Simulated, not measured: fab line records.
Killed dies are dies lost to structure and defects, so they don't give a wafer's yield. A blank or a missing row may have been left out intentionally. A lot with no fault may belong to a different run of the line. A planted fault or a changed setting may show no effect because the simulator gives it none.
fab line records | flow n5Finfet
record lots=8 | wafers=22 | lastDay=19
route steps=1938 shown FIN_SAQP@129 FIN_CUT@165 BEOL_M4@1111 PASSIVATION@1936
lots that met no fault: from a run of the same line without faults
startH: start of the lot's first displayed wafer, in hours after the record's first day | waitH: time in hours since the lot's previous step | " as in the row above | L1.1+2: a single row standing in for several wafers | - no value, or no start was given | * or withheld: withheld | < > ~ a bound
route shown NAME@n: names a module that has steps shown in the file, with the first one's number in the route | usual: mean/standard deviation of fault-free wafers | same: alike in all rows | chamber/n: place in a boat | sites: the reading at each site | _std_site: the standard deviation of these | _edge_site: the outer-site mean with the inner-site mean subtracted | radiusMm: how far each site lies from the wafer's centre | mask NAME#n: copy n | behind: the most recent tool/chamber to have shaped the wafer | hold: the reason the lot was held/the length of the hold in hours/how it ended | device: whichever transistor did not switch (one of n, p or np) | end of line: tests run on the same wafers once the route is complete | a step given without rows: its recipe and nothing more | killed: count of dies lost to structure and defects at first sort (not the wafer's yield) | map: shows each die of a wafer: x if killed, . if not, _ if none is there
set.NAME: setting as actually run; set.NAME@STEP: the setting as run at that earlier step | model.NAME: the simulator's own value behind a step, which no gauge read
a sample of lots followed through the steps of the route, with each step as a table and each wafer as a row
services: the hour from which a tool's chamber was out of use, counted from the record's first day as startH (under 0 if before that day), plus the number of hours and why
## steps
# step N5_FIN_SAQP_ETCH_57
# recipe chemistry=CH3F/O2 | target=SiNx | maskMaterial=SiO2 | targetDepthA=325 | timeS=46.4 | pressureMtorr=30 | sourceW=395 | biasW=73 | Ar_flow_sccm=150 | CH3F_flow_sccm=30 | O2_flow_sccm=20 | ionEnergyEv=120 | ends=cleared
# usual drypumpMotorCurrentA=5.7/0.38 | etchRfOnTimeS=46.5/1.4 | oes_ar_750_au=0.76/0.078 | oes_o_777_au=0.77/0.086 | oesProductAu=0.65/0.069 | rfFwdPowerW=389.5/1.5 | rfVppV=297/6.9 | showerheadPlenumPTorr=2.01/0.058 | throttleValvePct=16.39/0.2
lot.wafer | tool       | chamber | startH | waitH | drypumpMotorCurrentA | etchRfOnTimeS | oes_ar_750_au | oes_o_777_au | oesProductAu | rfFwdPowerW | rfHoursCounterH | rfVppV | showerheadPlenumPTorr | throttleValvePct
L765.1    | rieDiel-02 | 2       | 67.00  | 0.0   | 5.2                  | 45.7          | 0.80          | 0.82         | 0.69         | 388.7       | 81              | 293    | 2.10                  | 16.03
L765.2    | "          | 1       | "      | "     | 5.5                  | 46.8          | 0.72          | 0.72         | 0.61         | 387.9       | 207             | 299    | 1.99                  | 16.65
L765.4    | "          | 3       | "      | "     | 5.7                  | 47.5          | 0.70          | 0.71         | 0.60         | 388.3       | 226             | 293    | 1.98                  | 16.42
L767.1    | rieDiel-02 | 3       | 79.10  | 0.0   | 5.7                  | 46.0          | 0.70          | 0.71         | 0.60         | 389.1       | 231             | 294    | 1.97                  | 16.42
L767.2    | "          | 1       | "      | "     | 5.5                  | 46.2          | 0.72          | 0.72         | 0.61         | 387.0       | 210             | 299    | 1.99                  | 16.65
L767.5    | "          | 0       | "      | "     | 6.3                  | 45.3          | 0.88          | 0.93         | 0.74         | 388.9       | -               | 289    | 2.04                  | 16.48
L768.2    | rieDiel-02 | 2       | 85.68  | 0.0   | 5.2                  | 44.3          | 0.79          | 0.82         | 0.68         | 392.9       | 87              | 292    | 2.10                  | 16.06
L768.4    | "          | 1       | "      | "     | 5.5                  | 46.8          | 0.72          | 0.72         | 0.61         | 388.5       | -               | 299    | 1.99                  | 16.64
L768.6    | "          | 3       | "      | "     | 5.7                  | 47.1          | 0.70          | 0.71         | 0.60         | 387.6       | -               | 293    | 1.97                  | 16.44
L770.1    | rieDiel-02 | 3       | 97.79  | 0.0   | 5.7                  | 45.6          | 0.70          | 0.71         | 0.59         | 389.3       | 236             | 294    | 1.97                  | 16.44
L770.2    | "          | 1       | "      | "     | 5.5                  | 47.5          | 0.71          | 0.71         | 0.60         | 388.1       | 216             | 299    | 1.99                  | 16.65
L770.4    | "          | 2       | "      | "     | 5.2                  | 47.0          | 0.79          | 0.80         | 0.68         | 391.2       | 90              | 293    | 2.10                  | 16.06
L771.1    | rieDiel-03 | 3       | 102.64 | 0.3   | 4.9                  | 46.2          | 0.68          | 0.66         | 0.60         | 387.0       | 240             | 309    | 1.89                  | 16.57
L771.5    | "          | 2       | "      | "     | 5.2                  | 45.3          | 0.75          | 0.75         | 0.65         | 391.0       | -               | 298    | 1.92                  | 16.59
L779.1    | rieDiel-03 | 0       | 149.69 | 0.1   | 5.0                  | 44.3          | 0.88          | 0.90         | 0.75         | 390.1       | 32              | 302    | 2.02                  | 16.18
L779.5    | "          | 0       | "      | "     | 5.0                  | 46.2          | 0.89          | 0.90         | 0.74         | 388.6       | -               | 302    | 2.02                  | 16.17
L779.6    | "          | 2       | "      | "     | 5.3                  | 45.9          | 0.73          | 0.74         | 0.64         | 390.0       | -               | 299    | 1.91                  | 16.61
L780.3    | rieDiel-04 | 1       | 157.14 | 0.0   | 5.7                  | 45.1          | 0.76          | 0.75         | 0.65         | 389.7       | 172             | 296    | 2.01                  | 16.55
L780.5    | "          | 1       | "      | "     | 5.7                  | 46.0          | 0.76          | 0.74         | 0.65         | 390.4       | -               | 297    | 2.01                  | 16.57
L780.6    | "          | 0       | "      | "     | 5.8                  | 49.4          | 0.71          | 0.74         | 0.59         | 391.4       | -               | 289    | 2.06                  | 16.25
L781.1    | rieDiel-04 | 0       | 163.66 | 0.2   | 5.8                  | 47.9          | 0.72          | 0.74         | 0.59         | 391.0       | 209             | 289    | 2.06                  | 16.27
L781.4    | "          | 1       | "      | "     | 5.7                  | 45.4          | 0.75          | 0.74         | 0.65         | 390.7       | 175             | 297    | 2.01                  | 16.57
# step N5_FIN_SAQP_HM_OPEN_33
# recipe chemistry=CH3F/O2 | target=SiNx | maskMaterial=SiO2 | targetDepthA=494 | timeS=70.6 | pressureMtorr=30 | sourceW=395 | biasW=73 | Ar_flow_sccm=150 | CH3F_flow_sccm=30 | O2_flow_sccm=20 | ionEnergyEv=120 | ends=cleared
# usual drypumpMotorCurrentA=5.6/0.42 | etchRfOnTimeS=69.6/2.4 | oes_ar_750_au=0.77/0.083 | oes_o_777_au=0.77/0.094 | oesProductAu=0.65/0.07 | rfFwdPowerW=391.5/1.3 | rfVppV=297/6.6 | showerheadPlenumPTorr=2.00/0.057 | throttleValvePct=16.39/0.21
lot.wafer | tool       | chamber | startH | waitH | drypumpMotorCurrentA | etchRfOnTimeS | oes_ar_750_au | oes_o_777_au | oesProductAu | rfFwdPowerW | rfHoursCounterH | rfVppV | showerheadPlenumPTorr | throttleValvePct
L765.1    | rieDiel-02 | 0       | 68.58  | 0.0   | 6.4                  | 67.6          | 0.89          | 0.93         | 0.74         | 390.1       | 44              | 290    | 2.04                  | 16.50
L765.2    | "          | 1       | "      | "     | 5.5                  | 69.7          | 0.72          | 0.72         | 0.60         | 389.8       | 207             | 299    | 1.99                  | 16.65
L765.4    | "          | 2       | "      | "     | 5.2                  | 68.2          | 0.80          | 0.82         | 0.69         | 391.5       | 81              | 292    | 2.10                  | 16.04
L767.1    | rieDiel-02 | 3       | 80.68  | 0.1   | 5.7                  | 68.6          | 0.70          | 0.71         | 0.59         | 391.6       | 231             | 293    | 1.97                  | 16.43
L767.2    | "          | 2       | "      | "     | 5.2                  | 67.2          | 0.80          | 0.82         | 0.68         | 390.8       | 86              | 294    | 2.10                  | 16.04
L767.5    | "          | 1       | "      | "     | 5.5                  | 70.8          | 0.72          | 0.71         | 0.61         | 392.5       | -               | 300    | 1.99                  | 16.66
L768.2    | rieDiel-03 | 2       | 87.42  | 0.0   | 5.2                  | 67.7          | 0.75          | 0.75         | 0.65         | 390.0       | 151             | 299    | 1.92                  | 16.55
L768.4    | "          | 3       | "      | "     | 4.8                  | 69.5          | 0.68          | 0.66         | 0.59         | 392.4       | 237             | 309    | 1.89                  | 16.56
L768.6    | "          | 1       | "      | "     | 5.8                  | 74.6          | 0.69          | 0.67         | 0.59         | 391.8       | -               | 294    | 1.98                  | 16.13
L770.1    | rieDiel-04 | 1       | 99.40  | 0.1   | 5.7                  | 65.2          | 0.78          | 0.75         | 0.67         | 389.6       | 152             | 297    | 2.01                  | 16.55
L770.2    | "          | 2       | "      | "     | 6.2                  | 69.1          | 0.68          | 0.68         | 0.59         | 391.1       | 240             | 291    | 1.89                  | 16.54
L770.4    | "          | 2       | "      | "     | 6.2                  | 70.6          | 0.69          | 0.68         | 0.59         | 392.8       | -               | 290    | 1.89                  | 16.53
L771.1    | rieDiel-03 | 0       | 104.18 | 0.0   | 5.0                  | 65.9          | 0.92          | 0.94         | 0.78         | 389.8       | 15              | 303    | 2.03                  | 16.15
L771.5    | "          | 0       | "      | "     | 5.0                  | 67.7          | 0.92          | 0.94         | 0.78         | 389.3       | -               | 303    | 2.03                  | 16.14
L779.1    | rieDiel-03 | 0       | 152.20 | 0.3   | 5.0                  | 66.7          | 0.88          | 0.90         | 0.74         | 388.7       | 33              | 304    | 2.02                  | 16.20
L779.5    | "          | 0       | "      | "     | 5.0                  | 67.8          | 0.88          | 0.91         | 0.74         | 390.2       | -               | 303    | 2.02                  | 16.20
L779.6    | "          | 2       | "      | "     | 5.3                  | 66.7          | 0.73          | 0.73         | 0.63         | 393.4       | -               | 298    | 1.91                  | 16.61
L780.3    | rieDiel-04 | 1       | 158.69 | 0.0   | 5.7                  | 66.9          | 0.76          | 0.74         | 0.65         | 391.5       | 173             | 296    | 2.01                  | 16.56
L780.5    | "          | 1       | "      | "     | 5.7                  | 68.6          | 0.77          | 0.74         | 0.65         | 390.3       | -               | 299    | 2.01                  | 16.56
L780.6    | "          | 0       | "      | "     | 5.8                  | 71.5          | 0.72          | 0.74         | 0.59         | 390.4       | -               | 288    | 2.06                  | 16.28
L781.1    | rieDiel-02 | 1       | 165.35 | 0.0   | 5.4                  | 70.1          | 0.69          | 0.69         | 0.59         | 391.3       | 242             | 299    | 1.98                  | 16.72
L781.4    | "          | 3       | "      | "     | 5.7                  | 67.8          | 0.98          | 0.97         | 0.84         | 392.1       | 2               | 292    | 1.97                  | 16.02
# step N5_FIN_SAQP_ETCH_34
# recipe chemistry=C4F6/O2 | target=SiO2 | targetDepthA=450 | timeS=15 | ionEnergyEv=250 | pressureMtorr=30 | sourceW=345 | biasW=185 | Ar_flow_sccm=300 | C4F6_flow_sccm=10 | O2_flow_sccm=10 | ends=cleared
# usual drypumpMotorCurrentA=5.6/0.42 | etchRfOnTimeS=15.1/0.47 | oes_ar_750_au=0.77/0.083 | oes_o_777_au=0.78/0.094 | oesProductAu=0.65/0.07 | rfFwdPowerW=336.4/1 | rfVppV=665/15 | showerheadPlenumPTorr=2.85/0.077 | throttleValvePct=21.08/0.23
lot.wafer | tool       | chamber | startH | waitH | drypumpMotorCurrentA | etchRfOnTimeS | oes_ar_750_au | oes_o_777_au | oesProductAu | rfFwdPowerW | rfHoursCounterH | rfVppV | showerheadPlenumPTorr | throttleValvePct
L765.1    | rieDiel-02 | 0       | 68.65  | 0.0   | 6.3                  | 14.8          | 0.90          | 0.93         | 0.75         | 333.6       | 44              | 648    | 2.89                  | 21.28
L765.2    | "          | 1       | "      | "     | 5.5                  | 15.5          | 0.71          | 0.73         | 0.60         | 337.2       | 207             | 672    | 2.83                  | 21.36
L765.4    | "          | 2       | "      | "     | 5.2                  | 15.0          | 0.80          | 0.83         | 0.69         | 337.8       | 81              | 656    | 2.98                  | 20.71
L767.1    | rieDiel-02 | 3       | 80.75  | 0.0   | 5.7                  | 15.1          | 0.71          | 0.73         | 0.60         | 336.2       | 231             | 655    | 2.80                  | 21.04
L767.2    | "          | 2       | "      | "     | 5.2                  | 15.0          | 0.80          | 0.82         | 0.68         | 334.7       | 86              | 655    | 2.97                  | 20.74
L767.5    | "          | 1       | "      | "     | 5.5                  | 15.3          | 0.72          | 0.72         | 0.61         | 335.8       | -               | 670    | 2.83                  | 21.35
L768.2    | rieDiel-03 | 2       | 87.49  | 0.0   | 5.3                  | 14.8          | 0.75          | 0.74         | 0.64         | 336.0       | 151             | 669    | 2.74                  | 21.32
L768.4    | "          | 3       | "      | "     | 4.9                  | 15.1          | 0.68          | 0.63         | 0.59         | 337.4       | 237             | 694    | 2.71                  | 21.27
L768.6    | "          | 1       | "      | "     | 5.8                  | 16.3          | 0.70          | 0.68         | 0.59         | 334.9       | -               | 660    | 2.82                  | 20.77
L770.1    | rieDiel-04 | 1       | 99.47  | 0.0   | 5.7                  | 14.4          | 0.77          | 0.74         | 0.66         | 334.9       | 152             | 666    | 2.87                  | 21.31
L770.2    | "          | 2       | "      | "     | 6.2                  | 15.0          | 0.69          | 0.69         | 0.59         | 337.5       | 240             | 650    | 2.70                  | 21.21
L770.4    | "          | 2       | "      | "     | 6.2                  | 15.2          | 0.69          | 0.68         | 0.59         | 337.1       | -               | 652    | 2.70                  | 21.22
L771.1    | rieDiel-03 | 0       | 104.25 | 0.0   | 5.0                  | 14.7          | 0.92          | 0.91         | 0.77         | 335.6       | 15              | 678    | 2.89                  | 20.94
L771.5    | "          | 0       | "      | "     | 5.0                  | 14.7          | 0.92          | 0.91         | 0.77         | 334.4       | -               | 678    | 2.89                  | 20.92
L779.1    | rieDiel-03 | 0       | 152.27 | 0.0   | 5.0                  | 14.9          | 0.88          | 0.87         | 0.74         | 337.7       | 33              | 677    | 2.88                  | 20.95
L779.5    | "          | 0       | "      | "     | 5.0                  | 14.8          | 0.88          | 0.88         | 0.75         | 336.9       | -               | 677    | 2.88                  | 20.95
L779.6    | "          | 2       | "      | "     | 5.2                  | 14.5          | 0.73          | 0.74         | 0.63         | 335.1       | -               | 669    | 2.73                  | 21.35
L780.3    | rieDiel-04 | 1       | 158.76 | 0.0   | 5.7                  | 14.6          | 0.76          | 0.73         | 0.64         | 337.5       | 173             | 666    | 2.86                  | 21.31
L780.5    | "          | 1       | "      | "     | 5.7                  | 14.6          | 0.76          | 0.72         | 0.65         | 338.3       | -               | 664    | 2.86                  | 21.34
L780.6    | "          | 0       | "      | "     | 5.8                  | 15.4          | 0.72          | 0.75         | 0.59         | 336.4       | -               | 645    | 2.92                  | 20.88
L781.1    | rieDiel-02 | 1       | 165.42 | 0.0   | 5.5                  | 15.3          | 0.70          | 0.70         | 0.59         | 337.4       | 242             | 669    | 2.82                  | 21.39
L781.4    | "          | 3       | "      | "     | 5.7                  | 14.8          | 0.97          | 1.02         | 0.84         | 334.5       | 2               | 655    | 2.79                  | 20.76
# step N5_FIN_SAQP_HM_CD_35
# recipe targetCdNm=8 | polarity=line
# usual cdNm=8.08/0.26
lot.wafer | tool     | chamber | startH | waitH | cdNm
L765.1    | cdSem-02 | -       | 68.80  | 0.1   | 7.69
L765.2    | "        | -       | "      | "     | 8.12
L765.4    | "        | -       | "      | "     | 7.91
L767.1    | cdSem-03 | -       | 80.89  | 0.1   | 8.43
L767.2    | "        | -       | "      | "     | 8.32
L767.5    | "        | -       | "      | "     | 7.98
L768.2    | cdSem-02 | -       | 87.64  | 0.1   | 7.88
L768.4    | "        | -       | "      | "     | 7.75
L768.6    | "        | -       | "      | "     | 8.18
L770.1    | cdSem-02 | -       | 99.62  | 0.1   | 8.03
L770.2    | "        | -       | "      | "     | 8.25
L770.4    | "        | -       | "      | "     | 8.17
L771.1    | cdSem-02 | -       | 104.40 | 0.1   | 8.17
L771.5    | "        | -       | "      | "     | 8.00
L779.1    | cdSem-01 | -       | 152.41 | 0.1   | 8.10
L779.5    | "        | -       | "      | "     | 8.18
L779.6    | "        | -       | "      | "     | 7.93
L780.3    | cdSem-01 | -       | 158.91 | 0.1   | 7.48
L780.5    | "        | -       | "      | "     | 8.00
L780.6    | "        | -       | "      | "     | 7.96
L781.1    | cdSem-02 | -       | 165.56 | 0.1   | 7.60
L781.4    | "        | -       | "      | "     | 7.71
# step N5_FIN_SAQP_INSPECT_40
# recipe inspectInstrument=brightfield | mode=aei
# usual rawDefectCount=231/71
lot.wafer | tool             | chamber | startH | waitH | rawDefectCount
L765.1    | defectInspect-02 | -       | 69.12  | 0.0   | 288
L765.2    | "                | -       | "      | "     | 234
L765.4    | "                | -       | "      | "     | 254
L767.1    | defectInspect-01 | -       | 81.22  | 0.0   | 355
L767.2    | "                | -       | "      | "     | 270
L767.5    | "                | -       | "      | "     | 383
L768.2    | defectInspect-01 | -       | 87.96  | 0.0   | 669
L768.4    | "                | -       | "      | "     | 562
L768.6    | "                | -       | "      | "     | 565
L770.1    | defectInspect-02 | -       | 99.93  | 0.0   | 468
L770.2    | "                | -       | "      | "     | 552
L770.4    | "                | -       | "      | "     | 501
L771.1    | defectInspect-01 | -       | 104.72 | 0.0   | 236
L771.5    | "                | -       | "      | "     | 202
L779.1    | defectInspect-01 | -       | 152.73 | 0.0   | 198
L779.5    | "                | -       | "      | "     | 180
L779.6    | "                | -       | "      | "     | 193
L780.3    | defectInspect-01 | -       | 159.23 | 0.0   | 208
L780.5    | "                | -       | "      | "     | 110
L780.6    | "                | -       | "      | "     | 180
L781.1    | defectInspect-02 | -       | 165.89 | 0.0   | 228
L781.4    | "                | -       | "      | "     | 332
# step N5_FIN_CUT_INSPECT_10
# recipe mode=adi | inspectInstrument=brightfield
# usual rawDefectCount=44/12
lot.wafer | tool             | chamber | startH | waitH | rawDefectCount
L765.1    | defectInspect-01 | -       | 69.64  | 0.1   | 59
L765.2    | "                | -       | "      | "     | 63
L765.4    | "                | -       | "      | "     | 52
L767.1    | defectInspect-01 | -       | 81.74  | 0.1   | 58
L767.2    | "                | -       | "      | "     | 60
L767.5    | "                | -       | "      | "     | 61
L768.2    | defectInspect-02 | -       | 88.36  | 0.0   | 408
L768.4    | "                | -       | "      | "     | 382
L768.6    | "                | -       | "      | "     | 371
L770.1    | defectInspect-01 | -       | 100.33 | 0.1   | 369
L770.2    | "                | -       | "      | "     | 389
L770.4    | "                | -       | "      | "     | 353
L771.1    | defectInspect-01 | -       | 105.23 | 0.1   | 50
L771.5    | "                | -       | "      | "     | 43
L779.1    | defectInspect-01 | -       | 153.12 | 0.1   | 42
L779.5    | "                | -       | "      | "     | 37
L779.6    | "                | -       | "      | "     | 39
L780.3    | defectInspect-01 | -       | 159.62 | 0.0   | 34
L780.5    | "                | -       | "      | "     | 23
L780.6    | "                | -       | "      | "     | 49
L781.1    | defectInspect-02 | -       | 166.40 | 0.1   | 36
L781.4    | "                | -       | "      | "     | 56
# step N5_FIN_CUT_INSPECT_17
# recipe inspectInstrument=brightfield | mode=aei
# usual rawDefectCount=234/70
lot.wafer | tool             | chamber | startH | waitH | rawDefectCount
L765.1    | defectInspect-01 | -       | 70.58  | 0.0   | 307
L765.2    | "                | -       | "      | "     | 254
L765.4    | "                | -       | "      | "     | 251
L767.1    | defectInspect-02 | -       | 84.26  | 0.0   | 360
L767.2    | "                | -       | "      | "     | 267
L767.5    | "                | -       | "      | "     | 392
L768.2    | defectInspect-02 | -       | 89.57  | 0.0   | 686
L768.4    | "                | -       | "      | "     | 577
L768.6    | "                | -       | "      | "     | 566
L770.1    | defectInspect-02 | -       | 101.27 | 0.0   | 461
L770.2    | "                | -       | "      | "     | 548
L770.4    | "                | -       | "      | "     | 514
L771.1    | defectInspect-01 | -       | 106.18 | 0.0   | 226
L771.5    | "                | -       | "      | "     | 193
L779.1    | defectInspect-01 | -       | 154.12 | 0.0   | 192
L779.5    | "                | -       | "      | "     | 168
L779.6    | "                | -       | "      | "     | 193
L780.3    | defectInspect-02 | -       | 160.99 | 0.0   | 217
L780.5    | "                | -       | "      | "     | 122
L780.6    | "                | -       | "      | "     | 195
L781.1    | defectInspect-02 | -       | 167.41 | 0.0   | 233
L781.4    | "                | -       | "      | "     | 310
# step N5_BEOL_M4_RC_MEAS_101
# usual DIBL_N=36.4/2.2 | DIBL_P=36.3/2.5 | IOFF_N=0.17/0.052 | IOFF_P=0.23/0.049 | ION_N=674/17 | ION_P=464/11 | SS_N=71.7/0.98 | SS_P=73.3/0.84 | VT_N=250/4 | VT_P=-249/3.8
lot.wafer | tool      | chamber | startH | waitH | DIBL_N[mV/V] | DIBL_P[mV/V] | IOFF_N[nA/um] | IOFF_P[nA/um] | ION_N[uA/um] | ION_P[uA/um] | SS_N[mV/dec] | SS_P[mV/dec] | VT_N[mV] | VT_P[mV]
L767.1    | prober-01 | 0       | 242.72 | 0.0   | 41.1         | 40.1         | 0.28          | 0.34          | 689          | 468          | 73.3         | 74.4         | 242      | -240
L767.2    | "         | 0       | "      | "     | 36.0         | 35.0         | 0.16          | 0.24          | 667          | 465          | 70.9         | 72.9         | 248      | -247
L767.5    | "         | 0       | "      | "     | 35.1         | 33.7         | 0.13          | 0.20          | 650          | 453          | 71.6         | 72.8         | 251      | -249
L765.1    | prober-02 | 0       | 247.49 | 0.0   | 35.6         | 35.1         | 0.13          | 0.18          | 666          | 454          | 71.5         | 73.4         | 254      | -254
L765.2    | "         | 0       | "      | "     | 37.0         | 36.9         | 0.18          | 0.21          | 692          | 466          | 71.9         | 73.4         | 247      | -249
L765.4    | "         | 0       | "      | "     | 36.9         | 38.0         | 0.17          | 0.23          | 677          | 465          | 70.9         | 74.2         | 249      | -249
L768.2    | prober-02 | 0       | 272.13 | 0.2   | 33.8         | 34.2         | 0.12          | 0.18          | 657          | 453          | 70.8         | 72.6         | 255      | -254
L768.4    | "         | 0       | "      | "     | 37.0         | 38.3         | 0.16          | 0.22          | 667          | 456          | 72.2         | 73.7         | 250      | -252
L768.6    | "         | 0       | "      | "     | 39.7         | 41.5         | 0.21          | 0.29          | 683          | 467          | 72.6         | 74.8         | 245      | -247
L770.1    | prober-02 | 0       | 276.14 | 0.0   | 37.1         | 35.1         | 0.22          | 0.23          | 638          | 447          | 74.5         | 74.1         | 254      | -249
L770.2    | "         | 0       | "      | "     | 38.0         | 39.1         | 0.22          | 0.31          | 705          | 486          | 72.5         | 74.4         | 246      | -243
L770.4    | "         | 0       | "      | "     | 34.6         | 33.3         | 0.14          | 0.21          | 672          | 465          | 71.2         | 72.7         | 252      | -248
L771.1    | prober-02 | 0       | 284.41 | 0.0   | 37.6         | 37.1         | 0.18          | 0.23          | 681          | 466          | 70.9         | 73.2         | 247      | -250
L771.5    | "         | 0       | "      | "     | 43.4         | 42.4         | 0.33          | 0.33          | 675          | 454          | 74.1         | 74.4         | 241      | -248
L779.1    | prober-02 | 0       | 331.96 | 0.0   | 35.2         | 34.1         | 0.15          | 0.20          | 683          | 464          | 71.3         | 72.3         | 249      | -251
L779.5    | "         | 0       | "      | "     | 35.0         | 34.6         | 0.14          | 0.20          | 675          | 466          | 71.2         | 72.1         | 251      | -250
L779.6    | "         | 0       | "      | "     | 36.6         | 36.3         | 0.17          | 0.23          | 689          | 470          | 72.5         | 73.7         | 249      | -249
L780.3    | prober-01 | 0       | 348.84 | 0.3   | 35.3         | 35.1         | 0.15          | 0.21          | 679          | 470          | 71.6         | 73.5         | 252      | -248
L780.5    | "         | 0       | "      | "     | 37.2         | 37.3         | 0.19          | 0.24          | 687          | 470          | 71.8         | 73.9         | 247      | -249
L780.6    | "         | 0       | "      | "     | 32.0         | 30.7         | 0.11          | 0.16          | 676          | 470          | 69.8         | 72.2         | 255      | -253
L781.1    | prober-01 | 0       | 349.46 | 0.7   | 33.5         | 34.5         | 0.12          | 0.19          | 652          | 459          | 71.2         | 72.9         | 255      | -249
L781.4    | "         | 0       | "      | "     | 34.1         | 34.9         | 0.14          | 0.20          | 674          | 470          | 70.4         | 71.8         | 248      | -249
# step N5_PASSIVATION_PROBE_49
# usual defectLimitedYield=91.2/1.4 | killed_at_M0_to_M3=34/9.3 | killed_at_M4_up=14/5.9 | killedAtContacts=14/5.7 | killedAtFrontEnd=38/10 | killedAtOther=4/3.2 | killedDies=104/17 | killedOpen=67/13 | killedShort=33/6.9 | sort_bin_5_function=5.2/1 | sort_bin_6_memory=3.3/0.61 | sort_bin_8_speed=0.3/1.8 | sortNPass=1069/52
# same grossDies=1180 | killedAtBackSide=0 | sort_bin_4_leakage[%]=0
lot.wafer | tool      | chamber | startH | waitH | defectLimitedYield[%] | killed_at_M0_to_M3 | killed_at_M4_up | killedAtContacts | killedAtFrontEnd | killedAtOther | killedDies | killedOpen | killedShort | sort_bin_5_function[%] | sort_bin_6_memory[%] | sort_bin_8_speed[%] | sortNPass
L768.2    | prober-01 | -       | 376.28 | 0.1   | 87.2                  | 27                 | 19              | 18               | 86               | 1             | 151        | 70         | 24          | 7.9                    | 3.6                  | 0                   | 1029
L768.4    | prober-01 | -       | 376.38 | 0.2   | 83.9                  | 23                 | 13              | 11               | 130              | 13            | 190        | 52         | 28          | 11.1                   | 3.5                  | 0                   | 990
L768.6    | prober-01 | -       | 376.48 | 0.3   | 82.2                  | 40                 | 14              | 14               | 139              | 3             | 210        | 69         | 33          | 11.2                   | 4.8                  | 0                   | 970
L770.1    | prober-01 | -       | 380.70 | 0.0   | 79.8                  | 36                 | 14              | 55               | 131              | 2             | 238        | 75         | 30          | 14.1                   | 4.7                  | 1.2                 | 928
L770.2    | prober-01 | -       | 380.75 | 0.1   | 80.8                  | 38                 | 12              | 15               | 147              | 14            | 226        | 78         | 31          | 13.2                   | 4.4                  | 0                   | 954
L770.4    | prober-01 | -       | 380.85 | 0.2   | 87.4                  | 43                 | 8               | 16               | 79               | 3             | 149        | 61         | 33          | 7.5                    | 4.2                  | 0                   | 1031
# killed by level:class
L768.2 FIN_SAQP:unspecified=49 MOL_CONTACT_COAG:geometricParticle:open=16 BEOL_M2:geometricParticle:open=9 BEOL_M4:geometricParticle:open=7 STI_FIN_REVEAL:geometricParticle:open=6 BEOL_M3:geometricParticle:open=6 FIN_SAQP:geometricParticle:short=5 BEOL_M8:geometricParticle:open=5
L768.4 FIN_SAQP:unspecified=100 PASSIVATION:areaEtch=10 DUMMY_GATE:geometricParticle:open=7 BEOL_M3:geometricParticle:open=7 MOL_CONTACT_COAG:geometricParticle:open=7 BEOL_M2:geometricParticle:open=7 ILD0:geometricParticle:short=6 BEOL_M4:geometricParticle:open=6
L768.6 FIN_SAQP:unspecified=105 BEOL_M2:geometricParticle:open=12 MOL_CONTACT_COAG:geometricParticle:open=10 FIN_SAQP:geometricParticle:open=8 BEOL_M4:geometricParticle:open=7 ILD0:geometricParticle:short=7 BEOL_M0_SAQP:geometricParticle:open=7 BEOL_M0_SAQP:geometricParticle:short=7
L770.1 FIN_SAQP:unspecified=95 MOL_CONTACT_COAG:areaEtch=33 MOL_CONTACT_COAG:geometricParticle:open=17 FIN_SAQP:geometricParticle:open=12 BEOL_M0_SAQP:geometricParticle:open=11 BEOL_M0_SAQP:geometricParticle:short=7 MOL_CONTACT_COAG:geometricParticle:short=5 BEOL_M3:geometricParticle:open=5
L770.2 FIN_SAQP:unspecified=105 FIN_SAQP:geometricParticle:open=12 BEOL_M1:geometricParticle:open=12 MOL_CONTACT_COAG:geometricParticle:open=12 STI_FIN_REVEAL:geometricParticle:open=9 PASSIVATION:areaEtch=9 BEOL_M3:geometricParticle:open=7 BEOL_M2:geometricParticle:open=6
L770.4 FIN_SAQP:unspecified=47 MOL_CONTACT_COAG:geometricParticle:open=12 FIN_SAQP:geometricParticle:short=9 BEOL_M0_SAQP:geometricParticle:short=8 BEOL_M0_SAQP:geometricParticle:open=7 BEOL_M1:geometricParticle:open=7 BEOL_M3:geometricParticle:open=7 FIN_SAQP:geometricParticle:open=6
## services
tool       | chamber | startH | hours | kind
rieDiel-03 | 3       | 45.61  | 4.3   | repair
rieDiel-02 | 1       | 52.92  | 1.5   | repair
rieDiel-04 | 0       | 57.66  | 4.1   | repair
rieDiel-02 | 0       | 73.23  | 5.6   | repair
rieDiel-02 | 0       | 82.78  | 5.5   | repair
rieDiel-04 | 0       | 98.94  | 4.2   | repair
rieDiel-04 | 3       | 118.34 | -     | clean
rieDiel-04 | 3       | 118.34 | -     | consumableReplace:focusRing
rieDiel-04 | 3       | 118.34 | 17.5  | scheduledDown
rieDiel-04 | 3       | 118.34 | 17.5  | ventCycle
rieDiel-03 | 3       | 134.34 | -     | clean
rieDiel-03 | 3       | 134.34 | -     | consumableReplace:focusRing
rieDiel-03 | 3       | 134.34 | -     | consumableReplace:showerhead
rieDiel-03 | 3       | 134.34 | 23.1  | scheduledDown
rieDiel-03 | 3       | 134.34 | 23.1  | ventCycle
rieDiel-04 | 2       | 135.83 | -     | clean
rieDiel-04 | 2       | 135.83 | -     | consumableReplace:focusRing
rieDiel-04 | 2       | 135.83 | -     | consumableReplace:showerhead
rieDiel-04 | 2       | 135.83 | 27.6  | scheduledDown
rieDiel-02 | 3       | 140.88 | -     | clean
rieDiel-02 | 3       | 140.88 | -     | consumableReplace:focusRing
rieDiel-02 | 3       | 140.88 | 17.4  | scheduledDown
rieDiel-02 | 3       | 140.88 | 17.4  | ventCycle
rieDiel-04 | 0       | 148.13 | 4.3   | repair
## key
firstSign step=N5_FIN_SAQP_INSPECT_40 | reading=rawDefectCount | direction=up | sigmas=4.5 | usual=231 | struck=553
effect step=N5_FIN_CUT_INSPECT_10 | reading=rawDefectCount | direction=up | sigmas=28 | usual=44 | struck=379
effect step=N5_FIN_CUT_INSPECT_17 | reading=rawDefectCount | direction=up | sigmas=4.6 | usual=234 | struck=559
effect step=N5_PASSIVATION_PROBE_49 | reading=killedAtFrontEnd | direction=up | sigmas=7.6 | usual=38 | struck=119
moreKillsBornAt N5_FIN_SAQP_ETCH_57@rieDiel-02=501
metAt N5_FIN_SAQP_ETCH_57
struckLots L768,L770
baselineLoss step=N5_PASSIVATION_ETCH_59 | wafers=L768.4
baselineLoss step=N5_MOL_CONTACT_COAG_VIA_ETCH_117 | wafers=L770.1
notActingAt N5_FIN_SAQP_HM_OPEN_33,N5_FIN_SAQP_ETCH_34,N5_FIN_SAQP_HM_CD_35
onsetBetween 79.10 85.68
fault kind=chamberParticleSource | tool=rieDiel-02 | chamber=- | onsetH=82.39 | steps=N5_FIN_SAQP_ETCH_57 | ratePerVisitCm2=0.51269 | endH=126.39
# baselineLoss: these wafers lose ten dies or more at that step, a loss of the line's own and not of a fault; the sort's usual values leave them out
